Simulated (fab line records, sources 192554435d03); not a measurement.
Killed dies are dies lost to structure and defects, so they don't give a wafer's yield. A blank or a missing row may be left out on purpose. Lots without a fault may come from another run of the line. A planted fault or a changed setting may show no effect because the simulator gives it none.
Chamber matching | flow n5_finfet | N5_HKMG_FIN_ALD_36 on ald_metal-03: 4 sister chambers
The step deposits TiN, target thk 1 nm, pulse time 1 s, purge time 3 s. 4 wafers are shown with their chamber, then 7 later ones without.

WAFERS WITH THEIR CHAMBER
wafer  | chamber | heater_power_w (W)
L078.6 | 3       | 950
L085.1 | 0       | 788
L088.2 | 1       | 1037
L088.4 | 2       | 812

WAFERS WITHOUT THEIR CHAMBER
wafer  | heater_power_w (W)
L088.5 | 1056
L090.1 | 789
L090.2 | 794
L090.3 | 1054
L090.4 | 987
L090.5 | 807
L090.6 | 987

WHICH CHAMBER EACH WENT THROUGH
wafer  | from the rows above     | in truth
L088.5 | 1                       | 1
L090.1 | can't be placed: 0 or 2 | 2
L090.2 | can't be placed: 0 or 2 | 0
L090.3 | 1                       | 1
L090.4 | can't be placed: 3 or 1 | 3
L090.5 | can't be placed: 2 or 0 | 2
L090.6 | can't be placed: 3 or 1 | 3
Placed correctly: 2 of 7. Can't be placed from these rows: 5 (the true chamber is among the candidates in 5). Placed wrongly: 0.
How it was worked out, from the rows above alone: a wafer's distance from a chamber is the root of the sum, over the readings, of the square of ((its reading less the chamber's mean) divided by the reading's scatter). The wafer belongs to the nearest chamber; if the next one is less than 2 further off, it can't be placed. A chamber's mean is the mean of its shown wafers. The scatter: with one shown wafer a chamber, the root of the mean of the squares of how far each hidden wafer lies from its nearest shown one.
